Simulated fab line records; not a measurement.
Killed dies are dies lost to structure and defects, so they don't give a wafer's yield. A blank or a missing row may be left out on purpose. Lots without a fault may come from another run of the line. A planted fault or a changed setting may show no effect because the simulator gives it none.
Commonality check across tools | flow nand-harc | Sampled: 3 lots, 9 wafers

## WHY IT WAS OPENED
At NHARC_END_SORT_01 the reading killed-at-array is flagged on 3 of 3 lots. No-fault wafers: 24, standard deviation 7.4.
Rule: flag the lot when none of its wafers has a number, or when each of its wafers that has one lies beyond 4 standard deviations from that mean. All remaining lots are regarded as sound.

lot  | measured     | on        | killed-at-array, wafer by wafer | flag
L517 | day 22 13:55 | prober-02 | 671 668 672                     | FLAGGED
L518 | day 22 13:58 | prober-01 | 670 675 675                     | FLAGGED
L516 | day 22 20:52 | prober-02 | 676 676 676                     | FLAGGED
The mean of the flagged lots' numbers is 673, +649 from the usual (+88 standard deviations).

## TOOL THAT RAN EACH LOT
The record keeps 1 process step preceding the reading, out of 1159 steps on the route. Cell contents, in order: the tool; ch with the chambers the sampled wafers went through; the start.
lot  | flag    | NHARC_A_SLIT_ETCH_24
L517 | FLAGGED | rie-diel-09 ch 1,3, day 17 10:58
L518 | FLAGGED | rie-diel-13 ch 0,1,2, day 17 10:10
L516 | FLAGGED | rie-diel-06 ch 0,1, day 17 10:21
These steps, and what they do:
- NHARC_A_SLIT_ETCH_24: etches the open film in CF4/CHF3, target depth 121 nm, time 60.5 s.
- NHARC_END_SORT_01

## FLAGGED OVER TOTAL, TOOL BY TOOL (the gauges that took the reading come last)
step                 | tool        | lots run | flagged | share of the flagged lots | sound lots run after its first flagged lot
NHARC_A_SLIT_ETCH_24 | rie-diel-06 | 1        | 1       | some                      | 0
NHARC_A_SLIT_ETCH_24 | rie-diel-09 | 1        | 1       | some                      | 0
NHARC_A_SLIT_ETCH_24 | rie-diel-13 | 1        | 1       | some                      | 0
NHARC_END_SORT_01    | prober-01   | 1        | 1       | some                      | 0
NHARC_END_SORT_01    | prober-02   | 2        | 2       | some                      | 0

## WHAT THE TABLE PERMITS
No row of the table ran every flagged lot.

## WHAT HAD BEEN PUT IN BY THE SIMULATOR
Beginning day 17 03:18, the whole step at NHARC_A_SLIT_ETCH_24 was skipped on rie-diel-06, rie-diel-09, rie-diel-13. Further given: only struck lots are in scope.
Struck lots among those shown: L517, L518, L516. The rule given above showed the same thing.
